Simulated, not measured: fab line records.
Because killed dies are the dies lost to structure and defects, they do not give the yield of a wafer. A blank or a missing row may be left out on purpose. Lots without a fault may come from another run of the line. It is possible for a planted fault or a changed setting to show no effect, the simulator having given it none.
Which tool did it?    flow n5Finfet    Sampling: 10 lots, 27 wafers, 5 of 1938 route steps

WHAT THE GAUGES READ, wafer by wafer
N5_HKMG_FIN_OVL_MEAS_50. Usual: for NDIPOLE_OVL the level is 0.3 nm and the standard deviation is 0.68.
lot   measured     on          NDIPOLE_OVL (nm)  flag
L451  day 5 02:40  overlay-02  -0.4 0.4 -0.1     
L452  day 5 09:47  overlay-02  0.6 0.7 0.8       
L453  day 5 12:26  overlay-01  1.0 1.8 0.3       
L454  day 5 19:17  overlay-02  1.3 1.0           
L455  day 6 01:23  overlay-02  -0.6 -0.1         
L457  day 6 14:31  overlay-01  0.4 1.9           
L466  day 8 19:31  overlay-01  -0.7 -0.3 -0.4    
L467  day 8 23:22  overlay-02  -0.3 0.4 -0.8     
L468  day 9 05:56  overlay-01  -1.4 -0.1 -0.2    
L470  day 9 19:03  overlay-01  0.2 -1.4 0.2      

N5_BEOL_M4_RC_MEAS_101. Usual: DIBL_N 36.0 mV/V, standard deviation 1.8; DIBL_P 36.3 mV/V, standard deviation 2.4; IOFF_N 0.16 nA/um, standard deviation 0.035; IOFF_P 0.21 nA/um, standard deviation 0.036; IOFF_P_85C 3.6 nA/um, standard deviation 0.52; IOFF_P_LIN 0.098 nA/um, standard deviation 0.013; IOFF_P_LONG 0.000101 nA/um, standard deviation 8.2e-06; ION_N 673 uA/um, standard deviation 13; ION_P 461 uA/um, standard deviation 7.2; SS_N 71.4 mV/dec, standard deviation 0.6; SS_P 73.2 mV/dec, standard deviation 0.7; VT_N 250 mV, standard deviation 4; VT_P -250.9 mV, standard deviation 2.9; VT_P_LONG -276.3 mV, standard deviation 2.5; VT_P_LVT -99.7 mV, standard deviation 2.8.
lot   measured      on         DIBL_N (mV/V)   DIBL_P (mV/V)   IOFF_N (nA/um)  IOFF_P (nA/um)  IOFF_P_85C (nA/um)  IOFF_P_LIN (nA/um)  IOFF_P_LONG (nA/um)         ION_N (uA/um)  ION_P (uA/um)  SS_N (mV/dec)   SS_P (mV/dec)   VT_N (mV)    VT_P (mV)             VT_P_LONG (mV)        VT_P_LVT (mV)         flag
L451  day 9 10:52   prober-02  33.9 37.5 35.4  34.9 37.1 36.2  0.13 0.19 0.15  0.17 0.20 0.19  3.0 3.5 3.3         0.084 0.094 0.091   9.4e-05 8.8e-05 9.1e-05     674 668 678    461 455 470    70.4 72.0 71.5  73.2 73.4 73.2  254 248 249  -250.4 -251.0 -250.7  -277.8 -275.5 -277.8  -100.5 -99.7 -99.7    
L452  day 10 02:00  prober-02  32.7 34.2 35.7  32.6 34.1 37.3  0.10 0.12 0.15  0.14 0.16 0.20  2.7 2.9 3.5         0.075 0.082 0.097   0.000107 9.5e-05 9.5e-05    643 663 692    446 453 471    70.0 71.5 71.5  71.9 72.7 73.3  259 255 248  -257.7 -254.1 -249.6  -277.8 -279.9 -278.6  -103.9 -102.5 -98.6   
L453  day 9 23:12   prober-01  35.3 35.7 32.9  37.0 36.7 34.1  0.15 0.15 0.11  0.20 0.20 0.16  3.5 3.4 3.0         0.095 0.095 0.083   9.6e-05 0.000103 9.9e-05    675 666 668    464 459 465    71.0 71.3 71.0  73.5 73.3 72.7  249 253 255  -252.4 -251.4 -253.0  -279.5 -277.9 -278.3  -102.8 -102.8 -104.3  
L454  day 10 08:04  prober-02  36.1 37.2       36.2 37.3       0.16 0.17       0.20 0.59       3.6 8.8             0.096 0.268         0.000102 0.000188           673 667        461 504        71.7 72.3       74.1 74.1       252 253      -250.6 -219.8         -276.8 -253.3         -99.7 -72.4           OFF
L455  day 10 05:26  prober-01  38.0 40.5       39.6 43.6       0.18 0.26       0.22 0.77       3.9 10.8            0.101 0.317         9.1e-05 0.000165            681 695        464 504        71.6 72.0       74.2 74.2       247 243      -252.3 -221.7         -282.5 -253.6         -100.5 -69.3          OFF
L457  day 11 04:28  prober-02  34.5 36.6       34.6 37.1       0.14 0.19       0.47 0.21       7.2 3.7             0.236 0.100         0.000187 9.7e-05            669 683        496 464        70.8 71.7       72.5 73.6       249 244      -225.6 -253.3         -251.8 -276.8         -74.3 -99.2           OFF
L466  day 12 17:22  prober-01  39.2 34.6 35.4  40.2 35.4 35.4  0.21 0.13 0.13  0.26 0.18 0.19  4.3 3.1 3.3         0.115 0.088 0.093   9.6e-05 9e-05 9.1e-05       685 673 662    468 462 455    71.6 71.3 71.5  74.1 73.0 73.3  246 254 254  -249.3 -252.8 -252.0  -277.0 -276.6 -278.7  -96.0 -101.4 -100.6   
L467  day 12 22:59  prober-02  36.0 33.0 37.4  35.9 32.7 36.6  0.15 0.11 0.16  0.20 0.16 0.21  3.5 2.9 3.6         0.096 0.081 0.097   9.6e-05 9.6e-05 9.9e-05     675 668 667    461 459 457    71.1 70.9 71.4  74.0 73.1 73.7  252 253 253  -250.9 -252.0 -251.4  -278.5 -279.0 -279.6  -99.1 -101.4 -99.5    
L468  day 14 04:22  prober-01  36.3 36.6 35.2  34.9 36.3 33.6  0.15 0.15 0.13  0.20 0.22 0.17  3.5 3.7 3.1         0.096 0.103 0.087   0.000106 0.000109 0.0001    679 671 661    465 459 450    71.5 70.9 71.0  73.1 73.6 71.9  246 249 250  -251.2 -251.9 -253.3  -275.0 -274.2 -277.8  -100.3 -98.5 -100.9   
L470  day 14 06:26  prober-01  37.2 37.9 39.3  37.1 36.6 38.0  0.16 0.16 0.20  0.21 0.21 0.25  3.7 3.6 4.2         0.100 0.100 0.113   0.000105 0.000108 0.000106  673 681 687    457 461 464    71.4 72.1 72.2  73.4 74.0 73.7  250 250 247  -252.4 -252.9 -246.7  -276.5 -275.7 -276.4  -101.0 -102.3 -98.5   

EACH LOT AND THE TOOL THAT RAN IT (in order: tool; ch and the chambers of the sampled wafers; start)
lot   N5_SDB_CUT_ETCH_26              N5_HKMG_FIN_STRIP_60                N5_HKMG_FIN_PWFM_ALD_03
L451  rieSi-01 ch 2,3, day 4 21:50    plasmaAsher-02 ch 0,1, day 5 03:36  aldMetal-04 ch 1,2,3, day 5 05:29
L452  rieSi-04 ch 0,1,3, day 5 04:12  plasmaAsher-01 ch 0,1, day 5 10:44  aldMetal-02 ch 0,3, day 5 12:38
L453  rieSi-04 ch 0,1, day 5 05:46    plasmaAsher-01 ch 1, day 5 13:22    aldMetal-01 ch 0,3, day 5 15:07
L454  rieSi-01 ch 1,2, day 5 14:22    plasmaAsher-02 ch 0,1, day 5 20:38  aldMetal-02 ch 0,1, day 5 22:19
L455  rieSi-03 ch 0,1, day 5 20:26    plasmaAsher-02 ch 0,1, day 6 02:34  aldMetal-02 ch 1,3, day 6 04:07
L457  rieSi-03 ch 0,2, day 6 09:13    plasmaAsher-01 ch 0,1, day 6 15:37  aldMetal-02 ch 2, day 6 17:08
L466  rieSi-03 ch 0,1,2, day 8 14:38  plasmaAsher-01 ch 0,1, day 8 20:26  aldMetal-01 ch 0,2, day 8 22:08
L467  rieSi-01 ch 0,1,2, day 8 18:05  plasmaAsher-01 ch 0,1, day 9 00:21  aldMetal-01 ch 0,3, day 9 02:02
L468  rieSi-04 ch 1,2,3, day 9 01:15  plasmaAsher-01 ch 0,1, day 9 06:53  aldMetal-02 ch 1,2,3, day 9 09:07
L470  rieSi-01 ch 0,1,2, day 9 14:22  plasmaAsher-02 ch 0,1, day 9 20:16  aldMetal-02 ch 0,1,2, day 9 21:57
- N5_SDB_CUT_ETCH_26: etches Si in HBr/Cl2/O2, target depth 129.6 nm, bt time 20 s, time 51.8 s.
- N5_HKMG_FIN_STRIP_60: strips in N2/H2, time 360 s.
- N5_HKMG_FIN_PWFM_ALD_03: deposits TiN, target thk 2 nm, pulse time 1 s, purge time 3 s.

AS READ BY THE TOOLS THEMSELVES (means over the sampled wafers that have a number; for cases with no such wafer, the mark the record gives instead)
N5_SDB_CUT_ETCH_26. Usual: drypumpMotorCurrentA 5.7 A, standard deviation 0.46; oesProductAu 1.004 a.u., standard deviation 0.017; throttleValvePct 37.1 %, standard deviation 0.36.
lot   tool      drypumpMotorCurrentA (A)  oesProductAu (a.u.)  throttleValvePct (%)  flag
L451  rieSi-01  5.0                       0.994                37.3                  
L452  rieSi-04  5.5                       1.010                36.9                  
L453  rieSi-04  5.4                       1.006                37.0                  
L454  rieSi-01  5.5                       1.022                37.4                  
L455  rieSi-03  5.8                       0.983                37.3                  
L457  rieSi-03  5.8                       0.998                37.0                  
L466  rieSi-03  5.9                       0.988                37.3                  
L467  rieSi-01  5.8                       1.014                37.3                  
L468  rieSi-04  5.2                       1.002                36.7                  
L470  rieSi-01  5.8                       1.016                37.3                  

N5_HKMG_FIN_STRIP_60. Usual: drypumpMotorCurrentA 5.60 A, standard deviation 0.25; heaterPowerW 465 W, standard deviation 26.
lot   tool            drypumpMotorCurrentA (A)  heaterPowerW (W)  flag
L451  plasmaAsher-02  5.64                      454               
L452  plasmaAsher-01  5.73                      458               
L453  plasmaAsher-01  5.87                      442               
L454  plasmaAsher-02  5.58                      465               
L455  plasmaAsher-02  5.59                      466               
L457  plasmaAsher-01  5.62                      460               
L466  plasmaAsher-01  5.70                      457               
L467  plasmaAsher-01  5.72                      460               
L468  plasmaAsher-01  5.52                      483               
L470  plasmaAsher-02  5.51                      466               

N5_HKMG_FIN_PWFM_ALD_03. Usual: heaterPowerW 850 W, standard deviation 75; precursorPulseHeightRel 1.003, standard deviation 0.022.
lot   tool         heaterPowerW (W)  precursorPulseHeightRel  flag
L451  aldMetal-04  852               1.005                    
L452  aldMetal-02  825               1.008                    
L453  aldMetal-01  860               0.998                    
L454  aldMetal-02  836               1.038                    
L455  aldMetal-02  796               0.988                    
L457  aldMetal-02  950               0.992                    
L466  aldMetal-01  829               1.012                    
L467  aldMetal-01  857               0.993                    
L468  aldMetal-02  857               0.989                    
L470  aldMetal-02  852               1.007                    

THE ANSWER, worked out from the rows above alone
Rule: a lot counts as off when the mean over its wafers that have a number is more than 3 standard deviations away from the usual mean. Also off: a lot with no number at a reading for which 4 or more lots have one. Any other lot the step has rows for is counted as sound. Order of review: gauges by route order, followed by the tools' own readings, for which a lot's mean as printed above is used. The first step at which some lot is off is used, and at that step the reading that is off furthest; a lot without a number counts as furthest.
Off: at N5_BEOL_M4_RC_MEAS_101 (IOFF_P_LIN), L454, L455, L457.
If a tool, at a process step before that reading, ran all the lots that are off and no sound lot after the first of them, it fits. The gauges at N5_BEOL_M4_RC_MEAS_101 are tried like those tools. Not one of the candidates tried fits.

WHAT HAD BEEN PUT IN BY THE SIMULATOR
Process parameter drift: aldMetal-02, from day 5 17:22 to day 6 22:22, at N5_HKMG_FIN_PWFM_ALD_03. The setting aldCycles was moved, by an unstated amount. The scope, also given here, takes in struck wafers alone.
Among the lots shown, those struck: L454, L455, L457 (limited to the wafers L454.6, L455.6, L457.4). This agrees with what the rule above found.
